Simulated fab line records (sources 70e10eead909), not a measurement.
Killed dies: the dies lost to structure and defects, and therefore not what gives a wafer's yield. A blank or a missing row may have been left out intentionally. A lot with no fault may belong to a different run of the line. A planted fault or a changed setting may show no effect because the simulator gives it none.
What tool caused it? | flow nandHarc | 12 lots with 36 wafers sampled at 2 steps, on a route of 1159 steps

WHAT THE GAUGES SHOWED, per wafer
NHARC_A_SGD_CUT_OVL_MEAS_10.
lot  | measured     | on         | overlayXNm (nm)
L076 | day 14 10:44 | overlay-02 | 0.9 1.2 1.2
L077 | day 14 20:14 | overlay-02 | 0.2 -0.2 -0.1
L078 | day 15 03:49 | overlay-02 | 0.4 0.5 1.0
L084 | day 16 08:41 | overlay-02 | 0.2 0.7 0.1
L083 | day 16 09:25 | overlay-01 | 0.4 0.1 0.4
L082 | day 16 11:10 | overlay-01 | -0.2 0.2 -0.3
L088 | day 17 23:47 | overlay-02 | 1.1 0.4 0.7
L089 | day 18 01:10 | overlay-01 | -0.2 0.0 0.0
L090 | day 18 15:47 | overlay-02 | -0.8 -0.5 -1.3
L096 | day 19 12:52 | overlay-02 | 0.8 0.5 1.3
L094 | day 19 13:25 | overlay-02 | -0.5 -0.6 -0.4
L095 | day 19 20:16 | overlay-01 | -1.0 -0.7 -1.1

WHICH TOOL RAN EACH LOT (tool, then ch and the chambers of the sampled wafers, then the start)
lot  | NHARC_A_STAIRCASE_STRIP_446
L076 | plasmaAsher-01 ch 0,1, day 14 07:16
L077 | plasmaAsher-02 ch 0,1, day 14 16:52
L078 | plasmaAsher-01 ch 0,1, day 15 00:07
L084 | plasmaAsher-01 ch 0,1, day 16 05:12
L083 | plasmaAsher-01 ch 0,1, day 16 06:02
L082 | plasmaAsher-01 ch 0,1, day 16 07:39
L088 | plasmaAsher-01 ch 0,1, day 17 20:15
L089 | plasmaAsher-02 ch 0,1, day 17 21:40
L090 | plasmaAsher-01 ch 0,1, day 18 11:44
L096 | plasmaAsher-01 ch 0,1, day 19 09:16
L094 | plasmaAsher-02 ch 0,1, day 19 09:52
L095 | plasmaAsher-01 ch 0,1, day 19 16:24
- NHARC_A_STAIRCASE_STRIP_446: strips in O2.

THE ANSWER, worked out from the rows above alone
Rule: usual is defined by the lots themselves. Put in order of their means at a reading, lots are off if they are a third of the lots or fewer, leave a main group of 4 or more, and stand apart from it by a gap of 3 or more times the standard deviation of the main group's means; of several such gaps the widest counts. The tables above print the reading to a certain number of digits; a main group whose means all agree to those digits is not used. A lot without any number at a reading at which 4 lots or more have one is off too. The other lots that the step has rows for count as sound.
Nothing can be told from this: no lot is off at any reading shown.

WHAT HAD BEEN PUT IN BY THE SIMULATOR
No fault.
